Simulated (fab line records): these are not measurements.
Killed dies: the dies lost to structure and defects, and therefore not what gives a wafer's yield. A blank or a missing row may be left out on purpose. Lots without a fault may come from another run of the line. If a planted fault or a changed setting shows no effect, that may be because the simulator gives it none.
fab line records | flow n5-finfet
[record] lots = 9 wafers = 26 last-day = 17
route steps=1938 shown BEOL_M4@1035 PASSIVATION@1936
lots that met no fault: from a run of the same line without faults
start-h: hours from the record's opening day to when the first of the lot's shown wafers began | wait-h: how many hours have passed since the lot's step before this one | " as in the row above | L1.1+2: one row covering several wafers at once | - no value, or no start was given | * or withheld: withheld | < > ~ a bound
route shown NAME@n: names a module that has steps shown in the file, with the first one's number in the route | usual: mean and standard deviation over wafers with no fault | same: alike in all rows | chamber/n: place in a boat | sites: readings site by site | _std_site: their standard deviation | _edge_site: mean of outer sites minus mean of inner sites | radius-mm: for every site, how far away it sits from the centre of the wafer | mask NAME#n: copy n | behind: the most recent tool/chamber to have shaped the wafer | hold: what put the lot on hold/how long, in hours/how the hold closed | device: names the non-switching transistor (n, p or np) | end of line: tests run on the same wafers once the route is complete | a step without rows: its recipe alone | killed: count of dies lost to structure and defects at first sort (not the wafer's yield) | map: the dies of a wafer, with x for killed, . for not killed, _ for no die there
set.NAME: the setting that was run; set.NAME@STEP: the one run at that earlier step | model.NAME: the simulator's own value behind a step, which no gauge read
the route's steps for a sample of lots (tables are steps, rows are wafers)
services: the hour from which a tool's chamber was out of use, counted from the record's first day as start-h (under 0 if before that day), plus the number of hours and why
[[steps]]
[step N5_BEOL_M4_OVL_MEAS_12]
[recipe] points-per-wafer = 522
[usual] M4_OVL = -0.3/0.6
// columns lot.wafer tool chamber start-h wait-h M4_OVL[nm]
L402.2 overlay-02 0 186.38 0.0 -0.3
L402.3 " 0 " " -0.9
L402.5 " 0 " " 0.4
L403.1 overlay-01 0 190.71 0.0 -0.3
L403.2 " 0 " " 0.1
L403.5 " 0 " " 0.8
L405.1 overlay-01 0 195.43 0.0 -1.2
L405.4 " 0 " " -0.1
L405.5 " 0 " " -0.9
L410.1 overlay-01 0 223.01 0.0 0.2
L410.2 " 0 " " 0.3
L410.3 " 0 " " -0.2
L411.1 overlay-02 0 235.39 0.0 -1.2
L411.2 " 0 " " -1.6
L411.4 " 0 " " -1.6
L412.1 overlay-02 0 238.38 0.0 0.7
L412.5 " 0 " " -0.4
L412.6 " 0 " " 0.2
L420.1 overlay-02 0 283.27 0.0 -0.9
L420.2 " 0 " " -0.5
L420.6 " 0 " " 0.0
L421.1 overlay-01 0 289.76 0.0 -0.1
L421.2 " 0 " " -0.1
L421.5 " 0 " " 0.3
L422.2 overlay-02 0 293.95 0.0 -0.5
L422.4 " 0 " " -0.5
[step N5_BEOL_M4_ETCH_74]
[recipe] chemistry = N2/H2 target = underlayer target-depth-a = 65 mask-material = CAR-EUV time-s = 5.2 ion-energy-ev = 200 pressure-mtorr = 30 source-w = 840 bias-w = 150 n2-flow-sccm = 200 h2-flow-sccm = 200 ends = cleared
[usual] drypump-motor-current-A = 5.6/0.41 etch-rf-on-time-s = 5.14/0.12 n2-flow-sccm = 199.9/0.56 oes-product-au = 0.68/0.075 rf-vpp-V = 523.5/2.7 showerhead-plenum-p-Torr = 2.53/0.085 throttle-valve-pct = 17.80/0.19
// columns lot.wafer tool chamber start-h wait-h drypump-motor-current-A etch-rf-on-time-s n2-flow-sccm oes-product-au rf-hours-counter-h rf-vpp-V showerhead-plenum-p-Torr throttle-valve-pct
L402.2 rie-diel-06 0 186.58 0.0 5.0 5.32 199.7 0.58 239 526.3 2.61 18.06
L402.3 " 1 " " 5.4 5.13 200.2 0.66 141 526.3 2.53 17.45
L402.5 " 1 " " 5.4 5.14 199.4 0.65 - 523.4 2.54 17.45
L403.1 rie-diel-06 1 190.83 0.0 5.4 5.05 200.0 0.66 143 524.8 2.53 17.45
L403.2 " 3 " " 6.4 5.16 200.2 0.61 205 518.5 2.41 17.79
L403.5 " 0 " " 5.0 5.35 199.6 0.59 - 526.9 2.61 18.08
L405.1 rie-diel-03 1 195.55 0.0 5.3 4.96 199.9 0.83 15 525.5 2.60 17.89
L405.4 " 2 " " 6.2 4.98 200.0 0.64 177 521.2 2.44 18.02
L405.5 " 3 " " 5.6 5.18 199.7 0.74 - 523.2 2.48 17.76
L410.1 rie-diel-06 1 223.17 0.0 5.4 5.12 200.3 0.65 153 523.6 2.53 17.46
L410.2 " 2 " " 5.7 5.41 199.9 0.77 13 526.3 2.72 17.53
L410.3 " 3 " " 6.4 5.31 200.4 0.59 215 519.7 2.40 17.78
L411.1 rie-diel-03 0 235.81 0.0 6.1 5.11 200.1 0.67 122 519.9 2.44 17.77
L411.2 " 2 " " 6.2 5.05 200.7 0.62 193 519.5 2.43 18.06
L411.4 " 3 " " 5.6 5.24 200.0 0.71 64 521.5 2.47 17.76
L412.1 rie-diel-05 2 238.51 0.0 5.7 5.04 199.5 0.62 206 526.1 2.62 17.55
L412.5 " 1 " " 5.2 5.19 200.4 0.61 - 524.2 2.52 17.96
L412.6 " 2 " " 5.7 5.03 199.4 0.63 - 525.3 2.62 17.53
L420.1 rie-diel-05 1 283.44 0.0 5.2 5.29 200.0 0.60 224 522.8 2.51 18.00
L420.2 " 2 " " 5.7 5.15 199.0 0.62 223 524.3 2.61 17.57
L420.6 " 0 " " 5.7 5.10 200.4 0.60 - 521.4 2.50 17.93
L421.1 rie-diel-06 0 289.94 0.0 5.1 5.31 199.0 0.77 15 528.7 2.60 17.70
L421.2 " 3 " " 6.5 5.18 199.5 0.58 238 519.0 2.39 17.82
L421.5 " 3 " " 6.4 5.14 200.3 0.58 - 521.3 2.39 17.83
L422.2 rie-diel-03 0 294.07 0.0 6.1 5.08 200.3 0.65 144 520.2 2.43 17.80
L422.4 " 2 " " 6.2 4.99 200.1 0.62 212 520.6 2.43 18.09
[step N5_BEOL_M4_STRIP_66]
[recipe] chemistry = CF4 resist = SiARC power-w = 300 bias-power-w = 75 pressure-mtorr = 50 cf4-flow-sccm = 150 rf-frequency-hz = 6e+07
[usual] drypump-motor-current-A = 5.6/0.41 oes-product-au = 0.78/0.086 rf-vpp-V = 270.9/1.5 showerhead-plenum-p-Torr = 1.78/0.059 throttle-valve-pct = 13.55/0.15
// columns lot.wafer tool chamber start-h wait-h drypump-motor-current-A oes-product-au rf-hours-counter-h rf-vpp-V showerhead-plenum-p-Torr throttle-valve-pct
L402.2 rie-diel-06 0 186.75 0.0 5.0 0.70 239 272.8 1.84 13.84
L402.3 " 1 " " 5.4 0.75 142 272.6 1.79 13.37
L402.5 " 1 " " 5.4 0.75 - 270.5 1.79 13.35
L403.1 rie-diel-06 1 191.01 0.0 5.4 0.75 143 270.7 1.79 13.38
L403.2 " 3 " " 6.4 0.71 205 269.4 1.70 13.62
L403.5 " 0 " " 5.0 0.69 - 272.0 1.84 13.86
L405.1 rie-diel-03 1 195.73 0.0 5.2 0.93 15 272.8 1.84 13.49
L405.4 " 2 " " 6.2 0.72 177 269.1 1.71 13.60
L405.5 " 3 " " 5.6 0.86 - 270.6 1.75 13.45
L410.1 rie-diel-06 1 223.35 0.0 5.4 0.75 153 272.5 1.79 13.39
L410.2 " 2 " " 5.7 0.92 13 272.5 1.91 13.29
L410.3 " 3 " " 6.5 0.70 216 270.4 1.70 13.61
L411.1 rie-diel-03 0 235.99 0.0 6.1 0.78 122 270.0 1.73 13.63
L411.2 " 2 " " 6.1 0.71 193 269.4 1.70 13.64
L411.4 " 3 " " 5.6 0.84 64 270.1 1.75 13.47
L412.1 rie-diel-05 2 238.69 0.0 5.7 0.72 206 271.1 1.84 13.37
L412.5 " 1 " " 5.2 0.71 - 271.3 1.76 13.68
L412.6 " 2 " " 5.7 0.72 - 273.3 1.84 13.37
L420.1 rie-diel-05 1 283.62 0.0 5.2 0.70 224 270.2 1.76 13.73
L420.2 " 2 " " 5.6 0.71 223 273.9 1.84 13.41
L420.6 " 0 " " 5.7 0.69 - 271.4 1.77 13.79
L421.1 rie-diel-06 0 290.12 0.0 5.1 0.91 15 272.0 1.83 13.35
L421.2 " 3 " " 6.4 0.68 238 268.3 1.69 13.68
L421.5 " 3 " " 6.4 0.68 - 268.9 1.69 13.67
L422.2 rie-diel-03 0 294.25 0.0 6.1 0.76 144 271.4 1.73 13.64
L422.4 " 2 " " 6.3 0.70 212 268.9 1.70 13.68
[step N5_BEOL_M4_EXPOSE_25]
[recipe] mask-id = V3 na = 0.33 source-shape = quasar sigma-inner = 0.2 sigma-outer = 0.8 polarization = unpolarized defocus-nm = 5 dose-mj = 63
// columns lot.wafer tool chamber start-h wait-h mask
L402.2+3+5 euv-scanner-01 0 187.17 - V3#0
L403.1+2+5 euv-scanner-02 0 191.53 - V3#0
L405.1+4+5 euv-scanner-01 0 196.25 - V3#0
L410.1+2+3 euv-scanner-02 0 224.04 - V3#0
L411.1+2+4 euv-scanner-01 0 236.69 - V3#0
L412.1+5+6 euv-scanner-01 0 239.25 - V3#0
L420.1+2+6 euv-scanner-01 0 284.01 - V3#0
L421.1+2+5 euv-scanner-01 0 290.52 - V3#0
L422.2+4 euv-scanner-01 0 294.65 - V3#0
[step N5_BEOL_M4_CD_MEAS_28]
[recipe] target-cd-nm = 26.2 landing-energy-ev = 500 detector = se-inlens target-cd-y-nm = 24.1 polarity = opening
[usual] cd-nm = 26.17/0.25
// columns lot.wafer tool chamber start-h wait-h cd-nm
L402.2 cd-sem-03 0 187.31 - 25.99
L402.3 " 0 " " 25.63
L402.5 " 0 " " 26.21
L403.1 cd-sem-03 0 191.68 - 25.94
L403.2 " 0 " " 26.22
L403.5 " 0 " " 26.10
L405.1 cd-sem-03 0 196.40 - 25.76
L405.4 " 0 " " 25.77
L405.5 " 0 " " 25.91
L410.1 cd-sem-02 0 224.18 - 26.21
L410.2 " 0 " " 26.35
L410.3 " 0 " " 26.16
L411.1 cd-sem-01 0 236.84 - 26.17
L411.2 " 0 " " 26.45
L411.4 " 0 " " 26.43
L412.1 cd-sem-01 0 239.40 - 25.81
L412.5 " 0 " " 26.12
L412.6 " 0 " " 25.71
L420.1 cd-sem-03 0 284.16 - 26.42
L420.2 " 0 " " 18.90
L420.6 " 0 " " 18.96
L421.1 cd-sem-03 0 290.67 - 26.46
L421.2 " 0 " " 18.71
L421.5 " 0 " " 26.29
L422.2 cd-sem-02 0 294.79 - 18.81
L422.4 " 0 " " 26.66
[step N5_BEOL_M4_RC_MEAS_101]
[usual] DIBL_N = 35.8/1.8 DIBL_P = 35.6/2 IOFF_N = 0.148/0.028 IOFF_P = 0.20/0.034 ION_N = 672/12 ION_P = 462/8.5 SS_N = 71.2/0.65 SS_P = 73.1/0.67 VT_N = 251/3.3 VT_P = -251/3.8
// columns lot.wafer tool chamber start-h wait-h DIBL_N[mV/V] DIBL_P[mV/V] IOFF_N[nA/um] IOFF_P[nA/um] ION_N[uA/um] ION_P[uA/um] SS_N[mV/dec] SS_P[mV/dec] VT_N[mV] VT_P[mV]
L402.2 prober-01 0 192.61 0.2 36.3 34.1 0.138 0.20 662 464 71.5 73.2 253 -248
L402.3 " 0 " " 36.9 34.5 0.141 0.21 675 469 70.9 73.8 253 -248
L402.5 " 0 " " 38.3 36.7 0.175 0.24 677 468 71.1 73.7 247 -248
L403.1 prober-01 0 199.23 0.0 36.3 37.7 0.161 0.19 686 464 71.5 72.9 250 -256
L403.2 " 0 " " 35.4 38.2 0.152 0.20 674 463 71.5 72.6 252 -254
L403.5 " 0 " " 36.7 37.9 0.165 0.19 671 461 71.0 73.1 250 -256
L405.1 prober-02 0 203.75 0.0 33.2 32.1 0.111 0.16 667 459 70.4 72.0 254 -256
L405.4 " 0 " " 34.2 33.6 0.129 0.19 674 467 70.5 72.8 250 -250
L405.5 " 0 " " 34.0 32.3 0.116 0.16 655 453 70.5 72.6 254 -253
L410.1 prober-01 0 231.54 0.0 35.1 34.7 0.135 0.18 666 458 71.8 71.9 252 -251
L410.2 " 0 " " 35.3 35.3 0.146 0.18 673 456 71.5 72.5 249 -251
L410.3 " 0 " " 34.7 34.5 0.150 0.18 697 468 70.6 72.7 248 -251
L411.1 prober-01 0 242.14 0.0 35.6 36.3 0.158 0.21 679 466 71.1 73.5 248 -252
L411.2 " 0 " " 34.6 35.0 0.145 0.18 681 462 71.2 72.8 251 -250
L411.4 " 0 " " 34.9 35.4 0.152 0.20 679 460 71.2 73.0 250 -249
L412.1 prober-02 0 247.13 0.0 39.7 38.6 0.244 0.31 677 467 73.2 74.3 245 -242
L412.5 " 0 " " 36.7 35.2 0.162 0.25 668 468 72.6 73.2 252 -243
L412.6 " 0 " " 38.2 37.0 0.192 0.27 669 459 72.4 74.0 248 -248
L420.1 prober-01 0 290.31 0.0 38.6 41.2 0.200 0.27 678 464 72.5 74.2 245 -247
L421.1 prober-02 0 306.87 0.0 35.8 35.0 0.147 0.19 677 463 71.3 72.4 250 -248
L421.5 " 0 " " 35.3 33.1 0.138 0.18 682 464 71.0 71.9 254 -250
L422.4 prober-02 0 311.17 0.5 37.9 38.2 0.200 0.25 686 472 71.2 73.8 247 -247
[step N5_PASSIVATION_PROBE_49]
[usual] defect-limited-yield = 91.3/1.5 killed_at_M0_to_M3 = 34/11 killed_at_M4_up = 14/6.1 killed-at-contacts = 12/5.9 killed-at-front-end = 39/11 killed-at-other = 4/3.3 killed-dies = 102/18 killed-on-rim = 13/3.8 killed-open = 67/13 killed-short = 33/7.9 sort_bin_5_function = 5.1/1 sort_bin_6_memory = 3.3/0.7 sort-n-pass = 1077/19 sort-yield-pct = 91.3/1.6
[same] gross-dies = 1180 killed-at-back-side = 0 sort_bin_4_leakage[%] = 0 sort_bin_8_speed[%] = 0
// columns lot.wafer tool chamber start-h wait-h defect-limited-yield[%] killed_at_M0_to_M3 killed_at_M4_up killed-at-contacts killed-at-front-end killed-at-other killed-dies killed-on-rim killed-open killed-short sort_bin_5_function[%] sort_bin_6_memory[%] sort-n-pass sort-yield-pct[%]
L420.1 prober-01 - 386.67 0.0 93.9 36 3 6 25 2 72 6 43 29 3.4 2.6 1108 93.9
L420.2 prober-01 - 386.72 0.1 0 33 1114 11 20 2 1180 152 53 22 5.1 2.5 0 0
L420.6 prober-01 - 386.92 0.3 0 39 1061 22 54 4 1180 152 74 43 7.2 4.1 0 0
L422.2 prober-01 - 404.24 0.1 0 29 1112 9 28 2 1180 152 55 24 6.1 2.5 0 0
L422.4 prober-01 - 404.34 0.2 91.4 39 17 10 34 2 102 15 72 26 4.6 3.9 1078 91.4
L421.1 prober-01 - 405.47 0.0 89.2 59 19 10 34 5 127 21 91 36 7.2 3.3 1053 89.2
L421.2 prober-01 - 405.52 0.1 0 39 1073 10 56 2 1180 152 81 43 7.7 3.9 0 0
L421.5 prober-01 - 405.67 0.2 90.8 33 12 2 61 1 109 20 74 35 5.0 4.1 1071 90.8
// killed by level:class
L420.1 BEOL_M0_SAQP:geometric-particle:short=10 BEOL_M1:geometric-particle:open=7 BEOL_M0_SAQP:geometric-particle:open=6 STI_FIN_REVEAL:geometric-particle:open=4 MOL_CONTACT_COAG:geometric-particle:open=4 STARTING-WAFER:geometric-particle:open=4 FIN_SAQP:geometric-particle:open=3 FIN_SAQP:geometric-particle:short=3
L420.2 BEOL_M4:area-expose=1104 BEOL_M0_SAQP:geometric-particle:short=10 MOL_CONTACT_COAG:geometric-particle:open=9 BEOL_M0_SAQP:geometric-particle:open=7 BEOL_M1:geometric-particle:open=6 DUMMY_GATE:geometric-particle:open=5 FIN_SAQP:geometric-particle:open=4 FIN_SAQP:geometric-particle:short=3
L420.6 BEOL_M4:area-expose=1057 FIN_SAQP:geometric-particle:open=16 BEOL_M0_SAQP:geometric-particle:short=16 BEOL_M0_SAQP:geometric-particle:open=15 MOL_CONTACT_COAG:geometric-particle:open=15 STI_FIN_REVEAL:geometric-particle:open=11 GATE_CUT:geometric-particle:short=6 FIN_SAQP:geometric-particle:short=6
L422.2 BEOL_M4:area-expose=1099 BEOL_M3:geometric-particle:open=11 STI_FIN_REVEAL:geometric-particle:open=9 MOL_CONTACT_COAG:geometric-particle:open=8 BEOL_M0_SAQP:geometric-particle:open=4 BEOL_M0_SAQP:geometric-particle:short=4 BEOL_M4:geometric-particle:open=4 FIN_SAQP:geometric-particle:open=3
L422.4 BEOL_M3:geometric-particle:open=14 STI_FIN_REVEAL:geometric-particle:open=11 MOL_CONTACT_COAG:geometric-particle:open=8 BEOL_M1:geometric-particle:open=7 DUMMY_GATE:geometric-particle:open=5 FIN_SAQP:geometric-particle:short=4 BEOL_M4:geometric-particle:open=4 BEOL_M0_SAQP:geometric-particle:short=4
L421.1 BEOL_M0_SAQP:geometric-particle:open=15 BEOL_M2:geometric-particle:open=11 BEOL_M4:geometric-particle:open=9 BEOL_M3:geometric-particle:open=9 MOL_CONTACT_COAG:geometric-particle:open=8 BEOL_M0_SAQP:geometric-particle:short=8 BEOL_M1:geometric-particle:open=6 DUMMY_GATE:geometric-particle:open=5
L421.2 BEOL_M4:area-expose=1056 BEOL_M0_SAQP:geometric-particle:open=12 BEOL_M4:geometric-particle:open=11 FIN_SAQP:geometric-particle:short=10 BEOL_M0_SAQP:geometric-particle:short=10 FIN_SAQP:geometric-particle:open=9 DUMMY_GATE:geometric-particle:open=9 MOL_CONTACT_COAG:geometric-particle:open=9
L421.5 FIN_SAQP:geometric-particle:open=18 STI_FIN_REVEAL:geometric-particle:open=14 BEOL_M2:geometric-particle:open=9 BEOL_M0_SAQP:geometric-particle:short=6 BEOL_M4:geometric-particle:open=6 FIN_SAQP:geometric-particle:short=5 BEOL_M1:geometric-particle:open=5 STI_FIN_REVEAL:geometric-particle:short=4
[[services]]
// columns tool chamber start-h hours kind
rie-diel-05 2 169.34 16.3 repair
rie-diel-05 0 170.33 5.8 repair
euv-scanner-02 - 181.99 1.9 repair
euv-scanner-01 0 195.27 - calibration
euv-scanner-02 0 212.14 - calibration
euv-scanner-02 - 215.68 1.0 pm
euv-scanner-01 - 218.13 0.9 repair
rie-diel-06 0 219.61 - clean
rie-diel-06 0 219.61 - consumable-replace:focus-ring
rie-diel-06 0 219.61 23.5 scheduled-down
rie-diel-06 0 219.61 23.5 vent-cycle
rie-diel-03 0 223.19 7.0 repair
euv-scanner-02 - 231.38 24.5 repair
rie-diel-06 3 249.82 7.8 repair
euv-scanner-01 - 261.75 1.1 repair
rie-diel-06 1 268.25 3.5 repair
euv-scanner-02 - 269.73 1.0 pm
euv-scanner-01 - 272.18 1.0 pm
euv-scanner-02 - 276.04 4.6 pm
rie-diel-05 1 280.42 2.5 repair
[[key]]
[first-sign] step = N5_BEOL_M4_CD_MEAS_28 reading = cd-nm direction = down sigmas = 29 usual = 26.17 struck = 18.84
[effect] step = N5_PASSIVATION_PROBE_49 reading = killed_at_M4_up direction = up sigmas = 99+ usual = 14 struck = 1090
[more-kills-born-at] N5_BEOL_M4_EXPOSE_25@euv-scanner-01 = 4316
met-at N5_BEOL_M4_EXPOSE_25
struck-lots L420,L421,L422
struck-wafers L420.2,L420.6,L421.2,L422.2
later-rows-left-out L420.2,L420.6,L421.2,L422.2
not-acting-at N5_BEOL_M4_OVL_MEAS_12,N5_BEOL_M4_ETCH_74,N5_BEOL_M4_STRIP_66
onset-between 239.25 284.01
[fault] kind = process-parameter-drift tool = euv-scanner-01 chamber = - onset-h = 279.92 steps = N5_BEOL_M4_EXPOSE_25 channel = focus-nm offset = 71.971 shape = step end-h = 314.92 scope = struck-wafers-only
// later-rows-left-out: the simulator's readings of these wafers behind a module that went badly wrong aren't trusted and aren't shown, but for the sort
